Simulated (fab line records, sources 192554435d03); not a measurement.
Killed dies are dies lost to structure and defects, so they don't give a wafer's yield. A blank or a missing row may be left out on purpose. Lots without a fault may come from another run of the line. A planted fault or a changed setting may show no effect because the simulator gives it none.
fab line records | flow n5_finfet
record lots=5 wafers=15 last_day=18
route steps=1938 shown BEOL_M1@801
lots that met no fault: from a run of the same line without faults
start_h: hours from the record's first day to the start of the lot's first wafer shown | wait_h: hours since the lot's step before | " the same as in the row above | L1.1+2: a row that stands for several wafers | - no value, or no start given | * or withheld: withheld | < > ~ a bound
route shown NAME@n: a module of which the file shows steps, and the number in the route of the first | usual: mean/standard deviation of fault-free wafers | same: alike in all rows | chamber/n: place in a boat | sites: the reading at each site | _std_site: their standard deviation | _edge_site: outer sites' mean less inner sites' | radius_mm: how far each site lies from the wafer's centre | mask NAME#n: copy n | behind: the tool/chamber that last shaped the wafer | hold: why the lot was held/for how many hours/how that ended | device: the transistor (n, p or np) that didn't switch | end of line: the same wafers' tests at the end of the route | a step without rows: its recipe alone | killed: dies lost to structure and defects at the first sort, not the wafer's yield | map: a wafer's dies, x killed, . not, _ none there
set.NAME: the setting as run; set.NAME@STEP: as run at that earlier step | model.NAME: the simulator's own value behind a step, which no gauge read
lots at some steps of the route; a table a step, a row a wafer
services: from which hour (start_h, from the record's first day; less than 0 if before it) a tool's chamber was out of use, for how many hours, and why
## steps
# step N5_BEOL_M1_ETCH_41
# recipe chemistry=CH3F/O2 target=SiCN target_depth_a=319 taper_deg=2 time_s=57.8 ion_energy_ev=120 mask_material=TiN pressure_mtorr=30 source_w=395 bias_w=75 Ar_flow_sccm=150 CH3F_flow_sccm=30 O2_flow_sccm=20
# usual drypump_motor_current_A=5.7/0.36 oes_product_au=0.80/0.091 rf_vpp_V=297.3/1.7 showerhead_plenum_p_Torr=2.00/0.071 throttle_valve_pct=16.31/0.21
# columns lot.wafer tool chamber start_h wait_h drypump_motor_current_A oes_product_au rf_hours_counter_h rf_vpp_V showerhead_plenum_p_Torr throttle_valve_pct
L080.2 rie_diel-05 0 - - 6.2 0.73 157 295.1 2.01 16.35
L080.4 " 2 " " 6.1 0.71 199 299.3 2.06 16.15
L080.6 " 0 " " 6.2 0.73 - 297.0 2.01 16.35
L085.2 rie_diel-06 1 - - 5.9 0.76 141 294.5 1.85 16.72
L085.3 " 0 " " 5.8 0.81 110 297.2 2.10 16.35
L085.5 " 2 " " 5.9 0.72 - 294.6 1.91 16.67
L087.1 rie_diel-02 0 - - 5.4 0.69 246 298.9 2.05 16.41
L087.2 " 3 " " 5.5 0.74 167 298.0 1.99 16.41
L087.5 " 0 " " 5.4 0.69 - 297.7 2.05 16.42
L095.1 rie_diel-05 3 - - 5.5 0.89 35 297.2 1.96 16.14
L095.4 " 2 " " 6.0 0.70 224 298.9 2.06 16.20
L095.5 " 2 " " 6.1 0.70 - 298.6 2.05 16.22
L096.3 rie_diel-02 2 - - 5.5 0.76 136 296.1 1.92 16.27
L096.4 " 0 " " 5.4 0.97 1 300.3 2.05 15.93
L096.6 " 0 " " 5.4 0.97 - 299.0 2.05 15.95
# step N5_BEOL_M1_STRIP_97
# recipe chemistry=N2/H2 time_s=10 power_w=450 temp_c=40 pressure_mtorr=20 rf_frequency_hz=6e+07 bias_power_w=7 n2_flow_sccm=200 h2_flow_sccm=200
# usual drypump_motor_current_A=5.7/0.36 oes_product_au=0.80/0.09 rf_vpp_V=59.0/0.84 showerhead_plenum_p_Torr=2.53/0.093 throttle_valve_pct=23.63/0.3
# columns lot.wafer tool chamber start_h wait_h drypump_motor_current_A oes_product_au rf_hours_counter_h rf_vpp_V showerhead_plenum_p_Torr throttle_valve_pct
L080.2 rie_diel-05 0 - - 6.2 0.74 157 58.3 2.53 23.68
L080.4 " 2 " " 6.1 0.72 199 59.7 2.62 23.17
L080.6 " 0 " " 6.2 0.74 - 59.2 2.53 23.68
L085.2 rie_diel-06 1 - - 5.9 0.76 141 57.6 2.34 23.97
L085.3 " 0 " " 5.7 0.81 110 60.8 2.67 23.89
L085.5 " 2 " " 5.9 0.73 - 58.6 2.43 24.04
L087.1 rie_diel-02 0 - - 5.4 0.69 246 60.0 2.60 23.64
L087.2 " 3 " " 5.5 0.74 167 59.1 2.53 23.73
L087.5 " 0 " " 5.4 0.69 - 60.1 2.60 23.63
L095.1 rie_diel-05 3 - - 5.6 0.89 35 58.9 2.49 23.80
L095.4 " 2 " " 6.1 0.70 224 57.8 2.61 23.20
L095.5 " 2 " " 6.0 0.69 - 59.4 2.61 23.18
L096.3 rie_diel-02 2 - - 5.5 0.76 136 59.5 2.44 23.35
L096.4 " 0 " " 5.4 0.98 1 58.7 2.59 23.31
L096.6 " 0 " " 5.4 0.98 - 59.0 2.59 23.30
# step N5_BEOL_M1_OCD_MEAS_38
# usual trench_depth_nm=55.4/0.78
# columns lot.wafer tool chamber start_h wait_h trench_depth_nm
L080.2 ocd-01 - 159.82 - 55.9
L080.4 " - " " 55.3
L080.6 " - " " 56.2
L085.2 ocd-01 - 196.48 - 56.2
L085.3 " - " " 54.6
L085.5 " - " " 54.9
L087.1 ocd-02 - 206.74 - 54.3
L087.2 " - " " 53.8
L087.5 " - " " 54.4
L095.1 ocd-01 - 250.09 - 56.4
L095.4 " - " " 54.2
L095.5 " - " " 54.0
L096.3 ocd-02 - 256.60 - 54.9
L096.4 " - " " 55.5
L096.6 " - " " 55.9
# step N5_BEOL_M1_HM_STRIP_39
# recipe chemistry=peroxide_tin_strip material=TiN target_depth_a=250 temp_c=50 time_s=158
# columns lot.wafer tool chamber start_h wait_h
L080.2+4+6 wet_bench-01 3,5,0 159.86 0.0
L085.2+3+5 wet_bench-03 1,2,7 196.51 0.0
L087.1+2+5 wet_bench-01 0,1,3 206.77 0.0
L095.1+4+5 wet_bench-03 3,4,6 250.12 0.0
L096.3+4+6 wet_bench-06 5,6,7 256.63 0.0
# step N5_BEOL_M1_SRD_40
# recipe time_s=30 temp_c=23 rinse_liquid=diw dry=ipa_marangoni
# columns lot.wafer tool chamber start_h wait_h
L080.2+4+6 wet_bench-01 3,5,0 159.95 0.0
L085.2+3+5 wet_bench-03 1,2,7 196.56 0.0
L087.1+2+5 wet_bench-01 0,1,3 206.82 0.0
L095.1+4+5 wet_bench-03 3,4,6 250.17 0.0
L096.3+4+6 wet_bench-06 5,6,7 256.68 0.0
# step N5_BEOL_M1_PRECLEAN_42
# recipe chemistry=residue_remover time_s=60 temp_c=40
# columns lot.wafer tool chamber start_h wait_h
L080.2+4+6 wet_bench-01 3,5,0 159.98 0.0
L085.2+3+5 wet_bench-03 1,2,7 196.57 0.0
L087.1+2+5 wet_bench-01 0,1,3 206.83 0.0
L095.1+4+5 wet_bench-03 3,4,6 250.19 0.0
L096.3+4+6 wet_bench-06 5,6,7 256.69 0.0
# step N5_BEOL_M1_SRD_43
# recipe time_s=30 temp_c=23 rinse_liquid=diw dry=ipa_marangoni
# columns lot.wafer tool chamber start_h wait_h
L080.2+4+6 wet_bench-01 3,5,0 160.02 0.0
L085.2+3+5 wet_bench-03 1,2,7 196.59 0.0
L087.1+2+5 wet_bench-01 0,1,3 206.85 0.0
L095.1+4+5 wet_bench-03 3,4,6 250.21 0.0
L096.3+4+6 wet_bench-06 5,6,7 256.71 0.0
# step N5_BEOL_M1_CD_MEAS_35
# recipe target_cd_nm=18 target_cd_y_nm=21 polarity=opening
# usual cd_nm=18.06/0.27
# columns lot.wafer tool chamber start_h wait_h cd_nm
L080.2 cd_sem-03 - 160.08 0.0 18.25
L080.4 " - " " 18.00
L080.6 " - " " 18.35
L085.2 cd_sem-03 - 196.63 0.0 17.86
L085.3 " - " " 17.99
L085.5 " - " " 17.58
L087.1 cd_sem-03 - 206.89 0.0 18.34
L087.2 " - " " 18.04
L087.5 " - " " 18.31
L095.1 cd_sem-03 - 250.25 0.0 17.84
L095.4 " - " " 18.14
L095.5 " - " " 18.46
L096.3 cd_sem-02 - 256.75 0.0 18.32
L096.4 " - " " 18.10
L096.6 " - " " 18.36
# step N5_BEOL_M1_DEGAS_44
# recipe ambient=vacuum temp_c=250 time_s=60
# usual heater_power_w=327/36
# columns lot.wafer tool chamber start_h wait_h heater_power_w
L080.2 pvd_sputter-02 - 160.50 0.4 359
L080.4 " - " " 317
L080.6 " - " " 305
L085.2 pvd_sputter-02 - 196.67 0.0 283
L085.3 " - " " 307
L085.5 " - " " 313
L087.1 pvd_sputter-01 - 207.31 0.4 363
L087.2 " - " " 375
L087.5 " - " " 382
L095.1 pvd_sputter-03 - 250.73 0.5 361
L095.4 " - " " 334
L095.5 " - " " 331
L096.3 pvd_sputter-03 - 256.92 0.2 362
L096.4 " - " " 340
L096.6 " - " " 346
# step N5_BEOL_M1_PRE_CLEAN_45
# recipe gas=H2/He time_s=30 temp_c=250
# usual heater_power_w=327/36
# columns lot.wafer tool chamber start_h wait_h heater_power_w
L080.2 pvd_sputter-02 - 160.54 0.0 365
L080.4 " - " " 311
L080.6 " - " " 306
L085.2 pvd_sputter-02 - 196.71 0.0 281
L085.3 " - " " 314
L085.5 " - " " 315
L087.1 pvd_sputter-01 - 207.35 0.0 377
L087.2 " - " " 380
L087.5 " - " " 383
L095.1 pvd_sputter-03 - 250.77 0.0 366
L095.4 " - " " 339
L095.5 " - " " 340
L096.3 pvd_sputter-03 - 256.96 0.0 358
L096.4 " - " " 341
L096.6 " - " " 349
# step N5_BEOL_M1_ALD_84
# recipe material=TaN target_thk_a=* temp_c=275 ald_precursor_family=PDMAT ald_co_reactant=NH3 pressure_torr=3 carrier_flow_sccm=1500 pulse_time_s=2 purge_time_s=3 co_reactant_purge_time_s=2 co_reactant_pulse_time_s=3 ald_cycles=30 precursor_vessel_temp_c=75 precursor_vessel_pressure_torr=26.25 precursor_vessel_carrier_sccm=1000
# usual heater_power_w=433/53
# columns lot.wafer tool chamber start_h wait_h heater_power_w
L080.2 ald_metal-04 1 160.60 0.0 448
L080.4 " 3 " " 415
L080.6 " 2 " " 375
L085.2 ald_metal-04 3 196.87 0.1 421
L085.3 " 2 " " 365
L085.5 " 2 " " 373
L087.1 ald_metal-04 3 207.55 0.2 420
L087.2 " 2 " " 357
L087.5 " 3 " " 412
L095.1 ald_metal-01 1 250.83 0.0 514
L095.4 " 0 " " 404
L095.5 " 2 " " 478
L096.3 ald_metal-04 0 257.02 0.0 385
L096.4 " 1 " " 458
L096.6 " 1 " " 462
# step N5_BEOL_M1_SURFACE_TREAT_85
# recipe gas=Ar time_s=* ion_energy_ev=* ion_current_ma_cm2=0.5 pressure_mtorr=* ar_flow_sccm=30
# usual ar_flow_sccm=29.99/0.085 throttle_valve_pct=*
# columns lot.wafer tool chamber start_h wait_h ar_flow_sccm throttle_valve_pct
L080.2 pvd_sputter-02 - 160.83 0.1 30.07 *
L080.4 " - " " 29.99 *
L080.6 " - " " 29.92 *
L085.2 pvd_sputter-01 - 197.16 0.2 29.81 *
L085.3 " - " " 29.99 *
L085.5 " - " " 29.84 *
L087.1 pvd_sputter-01 - 207.87 0.2 29.90 *
L087.2 " - " " 30.04 *
L087.5 " - " " 29.96 *
L095.1 pvd_sputter-01 - 251.09 0.1 30.03 *
L095.4 " - " " 29.97 *
L095.5 " - " " 29.99 *
L096.3 pvd_sputter-02 - 257.26 0.1 29.94 *
L096.4 " - " " 29.97 *
L096.6 " - " " 30.11 *
# step N5_BEOL_M1_CVD_47
# recipe material=Co target_thk_a=30 temp_c=withheld precursor=CCTBA/H2 pressure_torr=30 time_s=223.8
# columns lot.wafer tool chamber start_h wait_h
L080.2+4+6 cvd_co-01 1,0,1 161.10 0.2
L085.2+3+5 cvd_co-02 0,2,2 197.33 0.1
L087.1+2+5 cvd_co-02 1,2,0 208.03 0.1
L095.1+4+5 cvd_co-01 1,2,1 251.24 0.1
L096.3+4+6 cvd_co-02 0,0,1 257.33 0.0
# step N5_BEOL_M1_SPUTTER_48
# recipe material=Cu target_thk_a=45 temp_c=-20 chamber_pressure_pa=0.07 power_w=withheld time_s=8.29
# usual throttle_valve_pct=30.1/1
# columns lot.wafer tool chamber start_h wait_h throttle_valve_pct
L080.2 pvd_sputter-02 - 161.31 0.1 28.4
L080.4 " - " " 31.0
L080.6 " - " " 31.1
L085.2 pvd_sputter-03 - 197.49 0.1 30.3
L085.3 " - " " 30.3
L085.5 " - " " 30.4
L087.1 pvd_sputter-03 - 208.21 0.1 31.4
L087.2 " - " " 30.6
L087.5 " - " " 30.0
L095.1 pvd_sputter-02 - 252.64 1.3 30.6
L095.4 " - " " 31.1
L095.5 " - " " 29.6
L096.3 pvd_sputter-01 - 257.53 0.1 30.0
L096.4 " - " " 32.2
L096.6 " - " " 29.6
# step N5_BEOL_M1_ANNEAL_49
# recipe temp_c=400 time_s=240 ambient=vacuum
# usual heater_power_w=816/96
# columns lot.wafer tool chamber start_h wait_h heater_power_w
L080.2 pvd_sputter-02 - 161.39 0.0 778
L080.4 " - " " 897
L080.6 " - " " 907
L085.2 pvd_sputter-03 - 197.57 0.0 829
L085.3 " - " " 908
L085.5 " - " " 903
L087.1 pvd_sputter-03 - 208.29 0.0 848
L087.2 " - " " 888
L087.5 " - " " 831
L095.1 pvd_sputter-02 - 252.72 0.0 752
L095.4 " - " " 880
L095.5 " - " " 726
L096.3 pvd_sputter-01 - 257.61 0.0 615
L096.4 " - " " 726
L096.6 " - " " 930
# step N5_BEOL_M1_SPUTTER_79
# recipe material=Cu target_thk_a=45 temp_c=-20 chamber_pressure_pa=0.07 power_w=withheld time_s=8.29
# usual throttle_valve_pct=30.1/1
# columns lot.wafer tool chamber start_h wait_h throttle_valve_pct
L080.2 pvd_sputter-02 - 161.53 0.1 28.4
L080.4 " - " " 31.1
L080.6 " - " " 31.0
L085.2 pvd_sputter-03 - 197.71 0.1 30.1
L085.3 " - " " 30.3
L085.5 " - " " 30.6
L087.1 pvd_sputter-03 - 208.43 0.1 31.3
L087.2 " - " " 30.3
L087.5 " - " " 30.0
L095.1 pvd_sputter-02 - 252.86 0.1 30.5
L095.4 " - " " 31.3
L095.5 " - " " 29.3
L096.3 pvd_sputter-01 - 257.75 0.1 29.9
L096.4 " - " " 32.1
L096.6 " - " " 29.6
# step N5_BEOL_M1_ANNEAL_80
# recipe temp_c=400 time_s=240 ambient=vacuum
# usual heater_power_w=816/97
# columns lot.wafer tool chamber start_h wait_h heater_power_w
L080.2 pvd_sputter-02 - 161.61 0.0 783
L080.4 " - " " 908
L080.6 " - " " 909
L085.2 pvd_sputter-03 - 197.79 0.0 824
L085.3 " - " " 893
L085.5 " - " " 927
L087.1 pvd_sputter-03 - 208.51 0.0 832
L087.2 " - " " 893
L087.5 " - " " 831
L095.1 pvd_sputter-02 - 252.94 0.0 765
L095.4 " - " " 895
L095.5 " - " " 719
L096.3 pvd_sputter-01 - 257.83 0.0 605
L096.4 " - " " 719
L096.6 " - " " 927
# step N5_BEOL_M1_SPUTTER_81
# recipe material=Cu target_thk_a=45 temp_c=-20 chamber_pressure_pa=0.07 power_w=withheld time_s=8.29
# usual throttle_valve_pct=30.1/1.1
# columns lot.wafer tool chamber start_h wait_h throttle_valve_pct
L080.2 pvd_sputter-02 - 161.75 0.1 28.5
L080.4 " - " " 30.9
L080.6 " - " " 31.2
L085.2 pvd_sputter-03 - 197.93 0.1 29.8
L085.3 " - " " 30.5
L085.5 " - " " 30.7
L087.1 pvd_sputter-03 - 208.65 0.1 31.1
L087.2 " - " " 30.2
L087.5 " - " " 30.3
L095.1 pvd_sputter-02 - 253.08 0.1 30.5
L095.4 " - " " 31.1
L095.5 " - " " 29.5
L096.3 pvd_sputter-01 - 257.97 0.1 30.2
L096.4 " - " " 31.9
L096.6 " - " " 29.6
# step N5_BEOL_M1_ANNEAL_82
# recipe temp_c=400 time_s=240 ambient=vacuum
# usual heater_power_w=816/95
# columns lot.wafer tool chamber start_h wait_h heater_power_w
L080.2 pvd_sputter-02 - 161.83 0.0 783
L080.4 " - " " 890
L080.6 " - " " 904
L085.2 pvd_sputter-03 - 198.01 0.0 835
L085.3 " - " " 917
L085.5 " - " " 903
L087.1 pvd_sputter-03 - 208.73 0.0 828
L087.2 " - " " 879
L087.5 " - " " 831
L095.1 pvd_sputter-02 - 253.16 0.0 748
L095.4 " - " " 898
L095.5 " - " " 721
L096.3 pvd_sputter-01 - 258.05 0.0 611
L096.4 " - " " 735
L096.6 " - " " 932
# step N5_BEOL_M1_SPUTTER_86
# recipe material=Cu target_thk_a=45 temp_c=-20 chamber_pressure_pa=0.07 power_w=withheld time_s=8.29
# usual throttle_valve_pct=30.1/1.1
# columns lot.wafer tool chamber start_h wait_h throttle_valve_pct
L080.2 pvd_sputter-02 - 161.97 0.1 28.2
L080.4 " - " " 31.5
L080.6 " - " " 30.8
L085.2 pvd_sputter-03 - 198.15 0.1 30.3
L085.3 " - " " 30.5
L085.5 " - " " 30.2
L087.1 pvd_sputter-03 - 208.87 0.1 31.2
L087.2 " - " " 30.4
L087.5 " - " " 29.8
L095.1 pvd_sputter-02 - 253.30 0.1 30.6
L095.4 " - " " 31.3
L095.5 " - " " 29.5
L096.3 pvd_sputter-01 - 258.19 0.1 30.1
L096.4 " - " " 32.0
L096.6 " - " " 29.8
# step N5_BEOL_M1_ANNEAL_87
# recipe temp_c=400 time_s=240 ambient=vacuum
# usual heater_power_w=815/97
# columns lot.wafer tool chamber start_h wait_h heater_power_w
L080.2 pvd_sputter-02 - 162.05 0.0 757
L080.4 " - " " 906
L080.6 " - " " 899
L085.2 pvd_sputter-03 - 198.23 0.0 838
L085.3 " - " " 892
L085.5 " - " " 926
L087.1 pvd_sputter-03 - 208.95 0.0 834
L087.2 " - " " 908
L087.5 " - " " 792
L095.1 pvd_sputter-02 - 253.38 0.0 755
L095.4 " - " " 916
L095.5 " - " " 730
L096.3 pvd_sputter-01 - 258.27 0.0 599
L096.4 " - " " 714
L096.6 " - " " 918
# step N5_BEOL_M1_SPUTTER_88
# recipe material=Cu target_thk_a=45 temp_c=-20 chamber_pressure_pa=0.07 power_w=withheld time_s=8.29
# usual throttle_valve_pct=30.1/1.1
# columns lot.wafer tool chamber start_h wait_h throttle_valve_pct
L080.2 pvd_sputter-02 - 162.19 0.1 28.2
L080.4 " - " " 30.9
L080.6 " - " " 31.2
L085.2 pvd_sputter-03 - 198.37 0.1 29.9
L085.3 " - " " 30.5
L085.5 " - " " 30.5
L087.1 pvd_sputter-03 - 209.09 0.1 31.2
L087.2 " - " " 30.4
L087.5 " - " " 30.1
L095.1 pvd_sputter-02 - 253.52 0.1 30.6
L095.4 " - " " 31.0
L095.5 " - " " 29.6
L096.3 pvd_sputter-01 - 258.41 0.1 30.2
L096.4 " - " " 31.7
L096.6 " - " " 29.5
# step N5_BEOL_M1_ANNEAL_89
# recipe temp_c=400 time_s=240 ambient=vacuum
# usual heater_power_w=817/97
# columns lot.wafer tool chamber start_h wait_h heater_power_w
L080.2 pvd_sputter-02 - 162.27 0.0 784
L080.4 " - " " 909
L080.6 " - " " 905
L085.2 pvd_sputter-03 - 198.45 0.0 836
L085.3 " - " " 894
L085.5 " - " " 912
L087.1 pvd_sputter-03 - 209.17 0.0 839
L087.2 " - " " 897
L087.5 " - " " 826
L095.1 pvd_sputter-02 - 253.60 0.0 760
L095.4 " - " " 909
L095.5 " - " " 709
L096.3 pvd_sputter-01 - 258.49 0.0 612
L096.4 " - " " 715
L096.6 " - " " 934
# step N5_BEOL_M1_SPUTTER_90
# recipe material=Cu target_thk_a=45 temp_c=-20 chamber_pressure_pa=0.07 power_w=withheld time_s=8.29
# usual throttle_valve_pct=30.1/1
# columns lot.wafer tool chamber start_h wait_h throttle_valve_pct
L080.2 pvd_sputter-02 - 162.41 0.1 28.5
L080.4 " - " " 31.0
L080.6 " - " " 31.1
L085.2 pvd_sputter-03 - 198.59 0.1 30.0
L085.3 " - " " 30.4
L085.5 " - " " 30.5
L087.1 pvd_sputter-03 - 209.31 0.1 31.3
L087.2 " - " " 30.4
L087.5 " - " " 29.8
L095.1 pvd_sputter-02 - 253.74 0.1 30.8
L095.4 " - " " 31.2
L095.5 " - " " 29.6
L096.3 pvd_sputter-01 - 258.63 0.1 30.0
L096.4 " - " " 32.0
L096.6 " - " " 29.5
# step N5_BEOL_M1_ANNEAL_91
# recipe temp_c=400 time_s=240 ambient=vacuum
# usual heater_power_w=817/96
# columns lot.wafer tool chamber start_h wait_h heater_power_w
L080.2 pvd_sputter-02 - 162.49 0.0 776
L080.4 " - " " 903
L080.6 " - " " 911
L085.2 pvd_sputter-03 - 198.67 0.0 823
L085.3 " - " " 895
L085.5 " - " " 914
L087.1 pvd_sputter-03 - 209.39 0.0 801
L087.2 " - " " 940
L087.5 " - " " 842
L095.1 pvd_sputter-02 - 253.82 0.0 756
L095.4 " - " " 921
L095.5 " - " " 706
L096.3 pvd_sputter-01 - 258.71 0.0 612
L096.4 " - " " 722
L096.6 " - " " 932
# step N5_BEOL_M1_SPUTTER_92
# recipe material=Cu target_thk_a=45 temp_c=-20 chamber_pressure_pa=0.07 power_w=withheld time_s=8.29
# usual throttle_valve_pct=30.1/1
# columns lot.wafer tool chamber start_h wait_h throttle_valve_pct
L080.2 pvd_sputter-02 - 162.63 0.1 28.6
L080.4 " - " " 31.0
L080.6 " - " " 31.1
L085.2 pvd_sputter-03 - 198.81 0.1 30.0
L085.3 " - " " 30.6
L085.5 " - " " 30.4
L087.1 pvd_sputter-03 - 209.53 0.1 31.3
L087.2 " - " " 30.5
L087.5 " - " " 30.0
L095.1 pvd_sputter-02 - 253.96 0.1 31.0
L095.4 " - " " 30.9
L095.5 " - " " 29.8
L096.3 pvd_sputter-01 - 258.85 0.1 30.1
L096.4 " - " " 31.8
L096.6 " - " " 29.6
# step N5_BEOL_M1_ANNEAL_93
# recipe temp_c=400 time_s=240 ambient=vacuum
# usual heater_power_w=815/97
# columns lot.wafer tool chamber start_h wait_h heater_power_w
L080.2 pvd_sputter-02 - 162.71 0.0 770
L080.4 " - " " 899
L080.6 " - " " 915
L085.2 pvd_sputter-03 - 198.89 0.0 813
L085.3 " - " " 883
L085.5 " - " " 910
L087.1 pvd_sputter-03 - 209.61 0.0 833
L087.2 " - " " 879
L087.5 " - " " 822
L095.1 pvd_sputter-02 - 254.04 0.0 748
L095.4 " - " " 905
L095.5 " - " " 718
L096.3 pvd_sputter-01 - 258.93 0.0 593
L096.4 " - " " 728
L096.6 " - " " 967
# step N5_BEOL_M1_SPUTTER_94
# recipe material=Cu target_thk_a=45 temp_c=-20 chamber_pressure_pa=0.07 power_w=withheld time_s=8.29
# usual throttle_valve_pct=30.1/1
# columns lot.wafer tool chamber start_h wait_h throttle_valve_pct
L080.2 pvd_sputter-02 - 162.85 0.1 28.0
L080.4 " - " " 31.2
L080.6 " - " " 31.0
L085.2 pvd_sputter-03 - 199.03 0.1 30.1
L085.3 " - " " 30.5
L085.5 " - " " 30.6
L087.1 pvd_sputter-03 - 209.75 0.1 31.3
L087.2 " - " " 30.5
L087.5 " - " " 29.9
L095.1 pvd_sputter-02 - 254.18 0.1 30.6
L095.4 " - " " 30.8
L095.5 " - " " 29.4
L096.3 pvd_sputter-01 - 259.07 0.1 30.3
L096.4 " - " " 31.8
L096.6 " - " " 29.9
# step N5_BEOL_M1_ANNEAL_95
# recipe temp_c=400 time_s=240 ambient=vacuum
# usual heater_power_w=816/97
# columns lot.wafer tool chamber start_h wait_h heater_power_w
L080.2 pvd_sputter-02 - 162.93 0.0 794
L080.4 " - " " 906
L080.6 " - " " 940
L085.2 pvd_sputter-03 - 199.11 0.0 814
L085.3 " - " " 906
L085.5 " - " " 901
L087.1 pvd_sputter-03 - 209.83 0.0 857
L087.2 " - " " 916
L087.5 " - " " 803
L095.1 pvd_sputter-02 - 254.26 0.0 754
L095.4 " - " " 910
L095.5 " - " " 727
L096.3 pvd_sputter-01 - 259.15 0.0 633
L096.4 " - " " 710
L096.6 " - " " 918
# step N5_BEOL_M1_SPUTTER_96
# recipe material=Cu target_thk_a=45 temp_c=-20 chamber_pressure_pa=0.07 power_w=withheld time_s=8.29
# usual throttle_valve_pct=30.1/1
# columns lot.wafer tool chamber start_h wait_h throttle_valve_pct
L080.2 pvd_sputter-02 - 163.07 0.1 28.5
L080.4 " - " " 31.1
L080.6 " - " " 31.3
L085.2 pvd_sputter-03 - 199.25 0.1 30.1
L085.3 " - " " 30.5
L085.5 " - " " 30.4
L087.1 pvd_sputter-03 - 209.97 0.1 31.2
L087.2 " - " " 30.2
L087.5 " - " " 29.9
L095.1 pvd_sputter-02 - 254.40 0.1 30.4
L095.4 " - " " 31.3
L095.5 " - " " 29.8
L096.3 pvd_sputter-01 - 259.29 0.1 30.2
L096.4 " - " " 31.7
L096.6 " - " " 29.7
# step N5_BEOL_M1_ECD_50
# recipe material=Cu target_thk_a=3000
# columns lot.wafer tool chamber start_h wait_h
L080.2+4+6 ecd_cu-02 0,1,1 163.19 0.1
L085.2+3+5 ecd_cu-02 0,1,0 199.36 0.1
L087.1+2+5 ecd_cu-01 0,1,1 210.09 0.1
L095.1+4+5 ecd_cu-02 1,1,0 254.52 0.1
L096.3+4+6 ecd_cu-02 0,1,1 259.42 0.1
# step N5_BEOL_M1_ANNEAL_51
# recipe temp_c=225 time_s=90 ambient=N2
# usual wafer_temp_C_max=226.0/0.35
# columns lot.wafer tool chamber start_h wait_h wafer_temp_C_max
L080.2 rtp_anneal-02 0 163.31 0.1 226.5
L080.4 " 0 " " 226.5
L080.6 " 0 " " 226.2
L085.2 rtp_anneal-02 0 199.57 0.2 225.9
L085.3 " 0 " " 226.0
L085.5 " 0 " " 225.8
L087.1 rtp_anneal-02 0 210.25 0.1 226.7
L087.2 " 0 " " 226.1
L087.5 " 0 " " 226.2
L095.1 rtp_anneal-01 0 254.60 0.1 225.6
L095.4 " 0 " " 225.6
L095.5 " 0 " " 225.6
L096.3 rtp_anneal-02 0 259.57 0.1 226.1
L096.4 " 0 " " 226.1
L096.6 " 0 " " 225.9
# step N5_BEOL_M1_CMP_52
# recipe stop_on=SiOC t_overpolish_s=6.8 down_force_psi=1 platen_rpm=50 clearing_platen_down_force_psi=1.5 clearing_platen_rpm=50 post_cmp_clean=cu_alkaline target_thk_nm=40 clearing_platen_pad_velocity_m_s=0.99484 pad_velocity_m_s=0.99484
# usual barrier_field_endpoint_s=24.5/0.53 clearing_platen_down_force_psi=1.500/0.003 head_pressure_psi=1.0001/0.0023 motor_current_A=6.2/0.69 overpolish_run_s=6.799/0.0091 time_to_endpoint_s=62.0/2.7
# columns lot.wafer tool chamber start_h wait_h barrier_field_endpoint_s clearing_platen_down_force_psi head_pressure_psi motor_current_A overpolish_run_s time_to_endpoint_s
L080.4 cmp-03 1 163.58 0.1 24.1 1.499 1.0036 5.7 6.796 58.8
L080.2 " 3 " " 24.5 1.506 1.0025 7.8 6.807 59.5
L080.6 " 1 " " 25.0 1.500 1.0016 6.4 6.809 57.6
L085.2 cmp-03 3 199.86 0.2 24.3 1.504 0.9963 7.6 6.790 60.5
L085.3 " 1 " " 24.7 1.498 1.0004 6.0 6.779 61.1
L085.5 " 3 " " 24.9 1.502 0.9979 7.8 6.798 57.8
L087.1 cmp-01 0 210.55 0.3 24.7 1.495 1.0017 5.8 6.792 66.1
L087.2 " 1 " " 24.5 1.499 1.0025 6.1 6.810 64.9
L087.5 " 1 " " 25.1 1.496 1.0001 6.1 6.796 63.1
L095.1 cmp-02 2 255.22 0.5 23.8 1.499 0.9983 5.2 6.791 54.9
L095.4 " 3 " " 24.6 1.501 1.0032 5.6 6.799 57.1
L095.5 " 2 " " 24.4 1.501 1.0000 5.5 6.794 58.3
L096.4 cmp-01 2 259.78 0.1 23.9 1.498 0.9995 5.6 6.808 61.3
L096.3 " 1 " " 24.2 1.495 0.9998 6.4 6.797 62.3
L096.6 " 2 " " 23.9 1.505 1.0022 5.5 6.782 60.1
# step N5_BEOL_M1_THK_MEAS_53
# recipe thk_meas_gauge=xrf reads=Cu_of_BEOL_M1_ECD_50
# usual M1_THK=40.3/1.3
# columns lot.wafer tool chamber start_h wait_h M1_THK[nm]
L080.2 film_metro-02 - 163.88 - 39.9
L080.4 " - " " 40.4
L080.6 " - " " 40.4
L085.2 film_metro-02 - 200.12 - 39.9
L085.3 " - " " 41.0
L085.5 " - " " 40.7
L087.1 film_metro-01 - 210.85 - 41.5
L087.2 " - " " 40.1
L087.5 " - " " 42.1
L095.1 film_metro-01 - 255.47 - 39.5
L095.4 " - " " 42.0
L095.5 " - " " 40.9
L096.3 film_metro-01 - 260.07 - 39.3
L096.4 " - " " 40.1
L096.6 " - " " 41.4
# step N5_BEOL_M1_PRE_CLEAN_60
# recipe gas=NH3/H2 time_s=15 temp_c=* rf_power_w=300
# usual heater_power_w=85/20
# columns lot.wafer tool chamber start_h wait_h heater_power_w
L080.2 cvd_co-01 2 163.91 0.0 76
L080.4 " 1 " " 115
L080.6 " 0 " " 53
L085.2 cvd_co-02 0 200.16 0.0 94
L085.3 " 2 " " 89
L085.5 " 1 " " 85
L087.1 cvd_co-01 1 210.88 0.0 117
L087.2 " 2 " " 77
L087.5 " 1 " " 114
L095.1 cvd_co-02 2 255.51 0.0 88
L095.4 " 0 " " 94
L095.5 " 2 " " 88
L096.3 cvd_co-02 1 260.11 0.0 85
L096.4 " 1 " " 84
L096.6 " 2 " " 91
## services
# columns tool chamber start_h hours kind
wet_bench-01 - 136.52 1.8 repair
ald_metal-04 - 137.18 6.0 pm
pvd_sputter-02 - 137.70 5.1 repair
cmp-01 - 139.81 3.7 pm
cmp-03 - 150.85 4.0 pm
rie_diel-06 0 151.75 8.8 repair
cvd_co-02 - 160.29 14.6 pm
cmp-02 - 160.82 0.3 repair
ald_metal-04 3 169.42 2.5 repair
rtp_anneal-01 - 172.14 1.0 pm
cmp-01 - 182.05 0.7 repair
rie_diel-06 1 185.66 1.9 repair
rie_diel-02 2 186.31 1.2 repair
ald_metal-04 - 190.79 0.3 repair
ecd_cu-01 - 198.98 2.6 repair
cvd_co-01 - 201.25 2.8 pm
wet_bench-01 - 202.91 1.0 repair
cmp-02 - 205.70 5.9 pm
rie_diel-02 - 211.42 0.1 repair
rie_diel-02 1 234.79 10.1 repair
cvd_co-02 0 240.22 3.9 repair
cmp-03 - 243.11 0.5 repair
cmp-01 - 247.09 1.8 repair
wet_bench-01 - 255.02 1.9 pm
## key
fault none
